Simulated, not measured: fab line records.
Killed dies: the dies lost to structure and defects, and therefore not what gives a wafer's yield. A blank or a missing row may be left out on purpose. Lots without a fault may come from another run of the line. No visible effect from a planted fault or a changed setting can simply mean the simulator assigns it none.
fab line records	flow n5_finfet
record: lots: 7	wafers: 21
route steps=1938 shown DUMMY_GATE@250 SD_EPI_P@301 ILD0@344 GATE_CUT@479 MOL_CONTACT_COAG@538 BEOL_M0_SAQP@635
start_h: the number of hours between the record's first day and the start of the first shown wafer of the lot	wait_h: hours from the lot's prior step to this one	" same as the row above	L1.1+2: a single row standing in for several wafers	- value missing, or start not given	* or withheld: withheld	< > ~ a bound
route shown NAME@n: names a module that has steps shown in the file, with the first one's number in the route	usual: average and standard deviation across the fault-free wafers	same: alike in all rows	chamber/n: place in a boat	sites: readings site by site	_std_site: standard deviation of those values	_edge_site: the outer-site mean with the inner-site mean subtracted	radius_mm: how far each site lies from the wafer's centre	mask NAME#n: copy n	behind: the last tool/chamber to shape the wafer	hold: what put the lot on hold/how long, in hours/how the hold closed	device: which transistor (n, p or np) failed to switch	end of line: the route-end tests of the same wafers	where a step has no rows: the recipe by itself	killed: not the wafer's yield, but the dies lost to structure and defects at the first sort	map: a wafer's dies, x killed, . not, _ none there
set.NAME: setting as actually run; set.NAME@STEP: the setting as run at that earlier step	model.NAME: the simulator's own value behind a step, which no gauge read
one table per step and one row per wafer, for lots whose settings were changed on purpose
== steps ==
step: N5_DUMMY_GATE_ETCH_42
recipe: chemistry: CHF3/O2	target: SiO2	target_depth_a: 35	time_s: 31	ion_energy_ev: 30	bias_w: 12	pressure_mtorr: 30	source_w: 600	Ar_flow_sccm: 200	CHF3_flow_sccm: 50	O2_flow_sccm: 5
usual: rf_vpp_V: 42.5/1.1
lot.wafer	tool	chamber	start_h	wait_h	set.bias_w	rf_vpp_V
L078.2	rie_diel-01	2	72.25	0.0	12	43.0
L078.4	"	3	"	"	12	44.2
L078.5	"	0	"	"	12	44.2
L080.2	rie_diel-01	0	83.28	0.0	14.13	47.9
L080.3	"	1	"	"	12	43.6
L080.6	"	3	"	"	14.13	48.5
L083.2	rie_diel-01	3	100.60	0.0	12	42.7
L083.4	"	2	"	"	13.75	46.7
L083.5	"	0	"	"	12	43.7
L085.1	rie_diel-05	3	115.27	0.1	12	41.8
L085.4	"	2	"	"	12	40.8
L085.6	"	2	"	"	12	42.4
L086.4	rie_diel-04	0	123.34	0.0	10.82	41.7
L086.5	"	3	"	"	12	42.7
L086.6	"	2	"	"	10.82	39.1
L091.3	rie_diel-05	0	151.00	0.0	14.15	48.4
L091.4	"	3	"	"	14.15	46.8
L091.6	"	1	"	"	12	40.8
L095.1	rie_diel-05	0	172.11	0.0	12	43.5
L095.2	"	1	"	"	12	41.7
L095.3	"	2	"	"	12	42.2
step: N5_SD_EPI_P_PEB_07
recipe: peb_temp_c: 110	peb_time_s: 60	resist: CAR-ArF-block
lot.wafer	tool	chamber	start_h	wait_h	set.peb_time_s
L078.2+5	litho_track-01	0	78.22	0.0	60
L078.4	"	0	"	"	53.9
L080.2+3	litho_track-05	0	90.08	0.0	73.35
L080.6	"	0	"	"	60
L083.2	litho_track-05	0	107.40	0.0	60
L083.4+5	"	0	"	"	50.66
L085.1+4+6	litho_track-05	0	122.00	0.1	60
L086.4+5+6	litho_track-01	0	128.81	0.0	60
L091.3+6	litho_track-02	0	157.49	0.0	47.49
L091.4	"	0	"	"	60
L095.1+2+3	litho_track-05	0	180.91	0.1	60
step: N5_SD_EPI_P_DEVELOP_08
recipe: develop_time_s: 30	developer: TMAH	resist: CAR-ArF-block	dev_temp_c: 23	rinse_liquid: diw	dry: air_spin
lot.wafer	tool	chamber	start_h	wait_h	set.develop_time_s
L078.2+4+5	litho_track-01	0	-	-	30
L080.2+3+6	litho_track-05	0	-	-	30
L083.2+4	litho_track-05	0	-	-	25.48
L083.5	"	0	"	"	30
L085.1+6	litho_track-05	0	-	-	30
L085.4	"	0	"	"	32.88
L086.4	litho_track-01	0	-	-	30
L086.5+6	"	0	"	"	34.37
L091.3+4+6	litho_track-02	0	-	-	30
L095.1+2+3	litho_track-05	0	-	-	30
step: N5_SD_EPI_P_CD_MEAS_09
recipe: target_cd_nm: 240	landing_energy_ev: 500	detector: se_inlens
usual: cd_nm: 239.6/0.79
lot.wafer	tool	chamber	start_h	wait_h	set.peb_time_s@SD_EPI_P_PEB_07	cd_nm
L078.2	cd_sem-03	0	78.29	-	60	238.8
L078.4	"	0	"	"	53.9	237.3
L078.5	"	0	"	"	60	239.4
L080.2	cd_sem-02	0	90.15	-	73.35	247.0
L080.3	"	0	"	"	73.35	246.2
L080.6	"	0	"	"	60	240.3
L083.2	cd_sem-03	0	107.47	-	60	239.0
L083.4	"	0	"	"	50.66	232.4
L083.5	"	0	"	"	50.66	232.7
L085.1	cd_sem-02	0	122.07	-	60	240.0
L085.4	"	0	"	"	60	240.4
L085.6	"	0	"	"	60	241.8
L086.4	cd_sem-02	0	128.88	-	60	237.5
L086.5	"	0	"	"	60	239.4
L086.6	"	0	"	"	60	239.6
L091.3	cd_sem-01	0	157.56	-	47.49	230.6
L091.4	"	0	"	"	60	238.2
L091.6	"	0	"	"	47.49	230.4
L095.1	cd_sem-01	0	180.98	-	60	241.7
L095.2	"	0	"	"	60	239.7
L095.3	"	0	"	"	60	239.9
step: N5_SD_EPI_P_DESCUM_14
recipe: chemistry: O2	time_s: 7.9	source_power_w: 50	bias_power_w: 20	pressure_mtorr: 20	rf_frequency_hz: 2.712e+07	temp_c: 40	resist: CAR-ArF-block	o2_flow_sccm: 225
lot.wafer	tool	chamber	start_h	wait_h	set.peb_time_s@SD_EPI_P_PEB_07	model.SD_EPI_P.cd_nm
L078.2	rie_diel-05	1	78.44	0.1	60	238.8
L078.4	"	0	"	"	53.9	237.4
L078.5	"	3	"	"	60	239.6
L080.2	rie_diel-05	0	90.23	0.0	73.35	247
L080.3	"	2	"	"	73.35	246.6
L080.6	"	1	"	"	60	240.6
L083.2	rie_diel-05	1	107.58	0.1	60	239
L083.4	"	2	"	"	50.66	232.8
L083.5	"	2	"	"	50.66	233
L085.1	rie_diel-04	1	122.15	0.0	60	240
L085.4	"	0	"	"	60	240.6
L085.6	"	0	"	"	60	241.6
L086.4	rie_diel-04	3	128.97	0.0	60	237.6
L086.5	"	2	"	"	60	239.4
L086.6	"	3	"	"	60	239.8
L091.3	rie_diel-01	2	157.65	0.0	47.49	230.8
L091.4	"	0	"	"	60	238.2
L091.6	"	3	"	"	47.49	230.4
L095.1	rie_diel-05	0	181.06	0.0	60	241.4
L095.2	"	1	"	"	60	239.4
L095.3	"	3	"	"	60	240.2
step: N5_SD_EPI_P_ETCH_36
recipe: chemistry: CF4	target: SiARC	target_depth_a: 455	mask_material: CAR-ArF-block	time_s: 75.8	ion_energy_ev: 80	pressure_mtorr: 40	source_w: 545	bias_w: 36	Ar_flow_sccm: 100	cf4_flow_sccm: 100	ends: cleared
lot.wafer	tool	chamber	start_h	wait_h	set.peb_time_s@SD_EPI_P_PEB_07	model.SD_EPI_P.cd_nm
L078.2	rie_diel-05	1	78.47	0.0	60	238.6
L078.4	"	0	"	"	53.9	237.6
L078.5	"	3	"	"	60	239.6
L080.2	rie_diel-05	0	90.27	0.0	73.35	247.4
L080.3	"	2	"	"	73.35	247
L080.6	"	1	"	"	60	240.8
L083.2	rie_diel-05	1	107.62	0.0	60	239
L083.4	"	2	"	"	50.66	233.2
L083.5	"	2	"	"	50.66	233.4
L085.1	rie_diel-04	1	122.19	0.0	60	240.2
L085.4	"	0	"	"	60	240.8
L085.6	"	0	"	"	60	241.8
L086.4	rie_diel-04	3	129.00	0.0	60	237.8
L086.5	"	2	"	"	60	239.8
L086.6	"	3	"	"	60	240
L091.3	rie_diel-01	2	157.68	0.0	47.49	230.8
L091.4	"	0	"	"	60	238
L091.6	"	3	"	"	47.49	230.4
L095.1	rie_diel-05	0	181.10	0.0	60	241.4
L095.2	"	1	"	"	60	239.2
L095.3	"	3	"	"	60	240
step: N5_ILD0_CMP_12
recipe: stop_on: poly-Si	material: SiNx	t_overpolish_s: 6	post_cmp_clean: alkaline_brush	down_force_psi: 2.5	platen_rpm: 51.8	pad_velocity_m_s: 1.0307	target_thk_nm: 17.67
usual: time_to_endpoint_s: 29.4/2.7
lot.wafer	tool	chamber	start_h	wait_h	set.down_force_psi	time_to_endpoint_s
L078.4	cmp-01	1	88.99	1.1	2.076	34.6
L078.2	"	2	"	"	2.5	27.7
L078.5	"	2	"	"	2.5	25.5
L080.3	cmp-03	1	101.84	1.1	2.198	31.1
L080.2	"	3	"	"	2.198	33.6
L080.6	"	1	"	"	2.198	28.7
L083.2	cmp-03	1	118.03	1.2	2.5	30.6
L083.4	"	3	"	"	2.5	29.6
L083.5	"	0	"	"	2.5	30.8
L085.4	cmp-01	1	132.58	1.1	2.5	29.8
L085.1	"	2	"	"	2.657	26.8
L085.6	"	1	"	"	2.5	28.0
L086.4	cmp-04	2	139.50	1.2	2.5	32.3
L086.5	"	1	"	"	2.31	35.2
L086.6	"	2	"	"	2.31	34.7
L091.3	cmp-04	1	168.09	1.1	2.5	31.8
L091.4	"	0	"	"	2.756	27.6
L091.6	"	1	"	"	2.756	27.6
L095.1	cmp-04	2	192.72	1.2	2.5	32.6
L095.3	"	3	"	"	2.5	29.6
L095.2	"	0	"	"	2.5	32.3
step: N5_GATE_CUT_COAT_35
recipe: resist: SiARC	temp_c: 220	time_s: 60	spin_rpm: 1500	resist_thk_nm: 10
lot.wafer	tool	chamber	start_h	wait_h	set.spin_rpm	model.SiARC_of_GATE_CUT_COAT_35.thk_nm
L078.2	litho_track-04	0	-	-	1500	10
L078.4+5	"	0	"	"	1383	10.4
L080.2+3	litho_track-01	0	-	-	1434	10.2
L080.6	"	0	"	"	1500	10
L083.2	litho_track-01	0	-	-	1627	9.6
L083.4+5	"	0	"	"	1500	10
L085.1+4+6	litho_track-05	0	-	-	1500	10
L086.4+5+6	litho_track-01	0	-	-	1500	10
L091.3	litho_track-05	0	-	-	1500	10
L091.4+6	"	0	"	"	1334	10.6
L095.1+2+3	litho_track-01	0	-	-	1500	10
step: N5_GATE_CUT_COAT_27
recipe: resist: underlayer	temp_c: 205	time_s: 60	spin_rpm: 1500	resist_thk_nm: 10
step: N5_GATE_CUT_COAT_07
recipe: resist: CAR-EUV	spin_rpm: 1500	resist_thk_nm: 30
step: N5_GATE_CUT_DESCUM_18
recipe: chemistry: O2	time_s: 7	source_power_w: 50	bias_power_w: 20	pressure_mtorr: 20	rf_frequency_hz: 2.712e+07	temp_c: 40	resist: CAR-EUV	o2_flow_sccm: 225
step: N5_GATE_CUT_ETCH_28
recipe: chemistry: N2/H2	target: underlayer	target_depth_a: 130	mask_material: CAR-EUV	time_s: 10.4	ion_energy_ev: 200	pressure_mtorr: 30	source_w: 840	bias_w: 150	n2_flow_sccm: 200	h2_flow_sccm: 200	ends: cleared
step: N5_GATE_CUT_ETCH_36
recipe: chemistry: CF4	target: SiARC	target_depth_a: 130	mask_material: CAR-EUV	time_s: 21.7	ion_energy_ev: 80	pressure_mtorr: 40	source_w: 545	bias_w: 36	Ar_flow_sccm: 100	cf4_flow_sccm: 100	ends: cleared
lot.wafer	tool	chamber	start_h	wait_h	set.spin_rpm@GATE_CUT_COAT_35	model.etch.depth_nm
L078.2	rie_diel-01	1	109.32	0.0	1500	9.972
L078.4	"	0	"	"	1383	10.37
L078.5	"	1	"	"	1383	10.33
L080.2	rie_diel-01	1	120.66	0.0	1434	10.25
L080.3	"	1	"	"	1434	10.27
L080.6	"	1	"	"	1500	10.02
L083.2	rie_diel-01	2	136.20	0.0	1627	9.627
L083.4	"	2	"	"	1500	10.02
L083.5	"	1	"	"	1500	10.03
L085.1	rie_diel-04	2	150.71	0.0	1500	9.991
L085.4	"	0	"	"	1500	10.03
L085.6	"	1	"	"	1500	9.997
L086.4	rie_diel-04	1	157.98	0.0	1500	9.99
L086.5+6	"	1,0	"	"	1500	10.01
L091.3	rie_diel-05	3	187.77	0.0	1500	10.02
L091.4	"	1	"	"	1334	10.66
L091.6	"	0	"	"	1334	10.59
L095.1+3	rie_diel-04	2,0	211.11	0.0	1500	10.03
L095.2	"	1	"	"	1500	10.09
step: N5_MOL_CONTACT_COAG_ETCH_110
recipe: chemistry: CF4/O2	target: Si	target_depth_a: 25	time_s: 8	pressure_mtorr: 100	source_w: 200	bias_w: 12	ion_energy_ev: 60	Ar_flow_sccm: 100	cf4_flow_sccm: 100	O2_flow_sccm: 10
lot.wafer	tool	chamber	start_h	wait_h	set.source_w	model.etch.depth_nm
L078.2	rie_diel-03	2	113.48	0.0	216.5	2.738
L078.4	"	2	"	"	200	2.555
L078.5	"	3	"	"	216.5	2.679
L080.2	rie_diel-06	1	124.95	0.0	229.8	2.861
L080.3	"	0	"	"	200	2.454
L080.6	"	0	"	"	200	2.455
L083.2	rie_diel-02	2	140.33	0.0	190.3	2.368
L083.4	"	0	"	"	200	2.589
L083.5	"	2	"	"	190.3	2.389
L085.1	rie_diel-02	0	154.71	0.0	200	2.574
L085.4	"	3	"	"	200	2.555
L085.6	"	0	"	"	212	2.736
L086.4	rie_diel-03	2	162.55	0.0	200	2.573
L086.5	"	0	"	"	200	2.465
L086.6	"	3	"	"	171.5	2.228
L091.3	rie_diel-02	2	192.47	0.0	200	2.514
L091.4	"	2	"	"	226.8	2.821
L091.6	"	3	"	"	226.8	2.832
L095.1	rie_diel-03	3	215.12	0.0	200	2.533
L095.2	"	1	"	"	200	2.607
L095.3	"	0	"	"	200	2.419
step: N5_MOL_CONTACT_COAG_ETCH_67
recipe: chemistry: N2/H2	target: SOC	target_depth_a: 600	overetch_a: 210	mask_material: SiARC	temp_c: 40	time_s: 101.2	ion_energy_ev: 200	pressure_mtorr: 30	source_w: 840	bias_w: 150	n2_flow_sccm: 200	h2_flow_sccm: 200
usual: rf_vpp_V: 525.3/2.4
lot.wafer	tool	chamber	start_h	wait_h	set.source_w	rf_vpp_V
L078.2	rie_diel-02	0	127.24	0.0	840	523.2
L078.4	"	3	"	"	719.4	552.5
L078.5	"	3	"	"	719.4	552.3
L080.2	rie_diel-03	3	136.69	0.0	840	525.1
L080.3	"	2	"	"	894.6	518.2
L080.6	"	3	"	"	840	525.3
L083.2	rie_diel-03	2	151.34	0.0	928.6	510.5
L083.4	"	0	"	"	840	524.1
L083.5	"	3	"	"	840	525.3
L085.1	rie_diel-02	3	165.54	0.0	840	525.1
L085.4	"	2	"	"	840	523.8
L085.6	"	3	"	"	840	523.6
L086.4	rie_diel-03	2	172.57	0.0	840	527.8
L086.5	"	3	"	"	948.1	504.1
L086.6	"	0	"	"	840	524.5
L091.3	rie_diel-03	3	205.33	0.0	840	524.8
L091.4	"	2	"	"	738.5	550.4
L091.6	"	0	"	"	840	525.6
L095.1	rie_diel-03	3	227.97	0.0	840	525.5
L095.2	"	0	"	"	840	525.9
L095.3	"	2	"	"	840	529.2
step: N5_BEOL_M0_SAQP_PECVD_03
recipe: material: SiCN	target_thk_a: 120	temp_c: withheld	precursor: 3MS/NH3	pressure_torr: 3	rf_w: 202	time_s: 21.1
lot.wafer	tool	chamber	start_h	wait_h	set.time_s	model.SiCN_of_BEOL_M0_SAQP_PECVD_03.thk_nm
L078.2	pecvd-04	2	132.50	0.1	22.11	12.2
L078.4	"	2	"	"	21.1	12
L078.5	"	0	"	"	22.11	12.6
L080.2	pecvd-01	0	143.41	0.1	22.27	12.6
L080.3	"	1	"	"	22.27	12.8
L080.6	"	0	"	"	22.27	13
L083.2	pecvd-04	1	156.52	0.1	19	10.6
L083.4	"	0	"	"	21.1	12.2
L083.5	"	2	"	"	19	10.8
L085.1	pecvd-04	2	173.66	0.1	21.1	11.6
L085.4	"	1	"	"	24.03	13.8
L085.6	"	0	"	"	21.1	12.2
L086.4+5+6	pecvd-04	0,2,1	181.31	0.1	21.1	11.8
L091.3+6	pecvd-01	0,1	212.07	0.1	21.1	12.2
L091.4	"	2	"	"	19.27	11.2
L095.1	pecvd-01	2	234.61	0.1	21.1	11.8
L095.2+3	"	0,1	"	"	21.1	12
step: N5_BEOL_M0_SAQP_PEB_12
recipe: peb_temp_c: withheld	peb_time_s: 60	resist: CAR-ArF
lot.wafer	tool	chamber	start_h	wait_h	set.peb_time_s
L078.2+4+5	litho_track-05	0	133.13	0.0	60
L080.2	litho_track-05	0	143.91	0.0	72.43
L080.3+6	"	0	"	"	60
L083.2+4+5	litho_track-05	0	157.15	0.0	60
L085.1+6	litho_track-05	0	174.16	0.1	65.41
L085.4	"	0	"	"	60
L086.4+6	litho_track-05	0	181.93	0.0	60
L086.5	"	0	"	"	66.46
L091.3+6	litho_track-02	0	212.71	0.0	60
L091.4	"	0	"	"	52.94
L095.1+2+3	litho_track-02	0	235.24	0.1	60
step: N5_BEOL_M0_SAQP_DEVELOP_13
recipe: develop_time_s: 30	developer: TMAH	resist: CAR-ArF	dev_temp_c: 23	rinse_liquid: diw	dry: air_spin
step: N5_BEOL_M0_SAQP_CD_MEAS_14
recipe: target_cd_nm: 42.5	landing_energy_ev: 500	detector: se_inlens
usual: cd_nm: 42.5/0.41
lot.wafer	tool	chamber	start_h	wait_h	set.peb_time_s@BEOL_M0_SAQP_PEB_12	cd_nm
L078.2	cd_sem-02	0	133.20	-	60	42.5
L078.4	"	0	"	"	60	42.2
L078.5	"	0	"	"	60	42.2
L080.2	cd_sem-02	0	143.98	-	72.43	39.8
L080.3	"	0	"	"	60	42.5
L080.6	"	0	"	"	60	42.6
L083.2	cd_sem-02	0	157.21	-	60	41.8
L083.4	"	0	"	"	60	41.8
L083.5	"	0	"	"	60	42.0
L085.1	cd_sem-02	0	174.22	-	65.41	40.8
L085.4	"	0	"	"	60	42.2
L085.6	"	0	"	"	65.41	40.9
L086.4	cd_sem-01	0	182.00	-	60	42.1
L086.5	"	0	"	"	66.46	40.4
L086.6	"	0	"	"	60	42.0
L091.3	cd_sem-03	0	212.78	-	60	42.4
L091.4	"	0	"	"	52.94	44.5
L091.6	"	0	"	"	60	42.5
L095.1	cd_sem-01	0	235.30	-	60	42.5
L095.2	"	0	"	"	60	42.8
L095.3	"	0	"	"	60	43.0
step: N5_BEOL_M0_SAQP_ETCH_101
recipe: chemistry: CH3F/O2	target: SiNx	mask_material: SiO2	target_depth_a: 299	time_s: 42.7	pressure_mtorr: 30	source_w: 395	bias_w: 73	Ar_flow_sccm: 150	CH3F_flow_sccm: 30	O2_flow_sccm: 20	ion_energy_ev: 120
step: N5_BEOL_M0_SAQP_ETCH_102
recipe: chemistry: CF4	target: SiO2	target_depth_a: 40	ion_energy_ev: 350	time_s: 4.4	pressure_mtorr: 10	icp_w: 800	bias_w: 400	cf4_flow_sccm: 80
step: N5_BEOL_M0_SAQP_MANDREL_ETCH_103
recipe: chemistry: HBr/Cl2	target: a-Si	target_depth_a: 450	bt_time_s: 10	stop_on: SiCN	mask_material: SiO2	over_etch_frac: 0.8	time_s: 27	pressure_mtorr: 10	icp_w: 800	bias_w: 75	HBr_flow_sccm: 150	Cl2_flow_sccm: 80	ends: end_point
lot.wafer	tool	chamber	start_h	wait_h	set.time_s@BEOL_M0_SAQP_PECVD_03	model.SiCN_of_BEOL_M0_SAQP_PECVD_03.thk_nm
L078.2	rie_si-01	0	135.26	0.0	22.11	9.2
L078.4	"	2	"	"	21.1	8.8
L078.5	"	1	"	"	22.11	9.6
L080.2	rie_si-01	3	145.99	0.0	22.27	9.4
L080.3	"	0	"	"	22.27	9.6
L080.6	"	3	"	"	22.27	9.8
L083.2	rie_si-01	3	159.22	0.0	19	7.4
L083.4	"	1	"	"	21.1	9
L083.5	"	0	"	"	19	7.6
L085.1	rie_si-01	3	176.56	0.0	21.1	8.6
L085.4	"	0	"	"	24.03	10.6
L085.6	"	1	"	"	21.1	9
L086.4+5	rie_si-01	0,1	183.88	0.0	21.1	8.8
L086.6	"	2	"	"	21.1	8.6
L091.3+6	rie_si-03	0	214.60	0.0	21.1	9.2
L091.4	"	3	"	"	19.27	8
L095.1+2+3	rie_si-01	0,3,2	237.57	0.0	21.1	8.8
== key ==
split: step: N5_DUMMY_GATE_ETCH_42	setting: bias_w	stated: 12	by: wafer
response: step: N5_DUMMY_GATE_ETCH_42	reading: rf_vpp_V	change: +0.292	per: 1%	r: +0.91
split: step: N5_SD_EPI_P_PEB_07	setting: peb_time_s	stated: 60	by: wafer
response: step: N5_SD_EPI_P_CD_MEAS_09	reading: cd_nm	change: +0.326	per: 1%	r: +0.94
response: step: N5_SD_EPI_P_DESCUM_14	reading: model.SD_EPI_P.cd_nm	change: +0.321	per: 1%	r: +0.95
response: step: N5_SD_EPI_P_ETCH_36	reading: model.SD_EPI_P.cd_nm	change: +0.314	per: 1%	r: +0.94
split: step: N5_SD_EPI_P_DEVELOP_08	setting: develop_time_s	stated: 30	by: wafer
response none clear
split: step: N5_ILD0_CMP_12	setting: down_force_psi	stated: 2.5	by: wafer
response: step: N5_ILD0_CMP_12	reading: time_to_endpoint_s	change: *	per: 1%	r: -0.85
split: step: N5_GATE_CUT_COAT_35	setting: spin_rpm	stated: 1500	by: wafer
response: step: N5_GATE_CUT_COAT_35	reading: model.SiARC_of_GATE_CUT_COAT_35.thk_nm	change: -0.0511	per: 1%	r: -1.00
response: step: N5_GATE_CUT_ETCH_36	reading: model.etch.depth_nm	change: -0.0515	per: 1%	r: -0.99
split: step: N5_MOL_CONTACT_COAG_ETCH_110	setting: source_w	stated: 200	by: wafer
response: step: N5_MOL_CONTACT_COAG_ETCH_110	reading: model.etch.depth_nm	change: +0.0242	per: 1%	r: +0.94
split: step: N5_MOL_CONTACT_COAG_ETCH_67	setting: source_w	stated: 840	by: wafer
response: step: N5_MOL_CONTACT_COAG_ETCH_67	reading: rf_vpp_V	change: -1.79	per: 1%	r: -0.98
split: step: N5_BEOL_M0_SAQP_PECVD_03	setting: time_s	stated: 21.1	by: wafer
response: step: N5_BEOL_M0_SAQP_PECVD_03	reading: model.SiCN_of_BEOL_M0_SAQP_PECVD_03.thk_nm	change: +0.133	per: 1%	r: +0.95
response: step: N5_BEOL_M0_SAQP_MANDREL_ETCH_103	reading: model.SiCN_of_BEOL_M0_SAQP_PECVD_03.thk_nm	change: +0.136	per: 1%	r: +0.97
split: step: N5_BEOL_M0_SAQP_PEB_12	setting: peb_time_s	stated: 60	by: wafer
response: step: N5_BEOL_M0_SAQP_CD_MEAS_14	reading: cd_nm	change: -0.143	per: 1%	r: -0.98
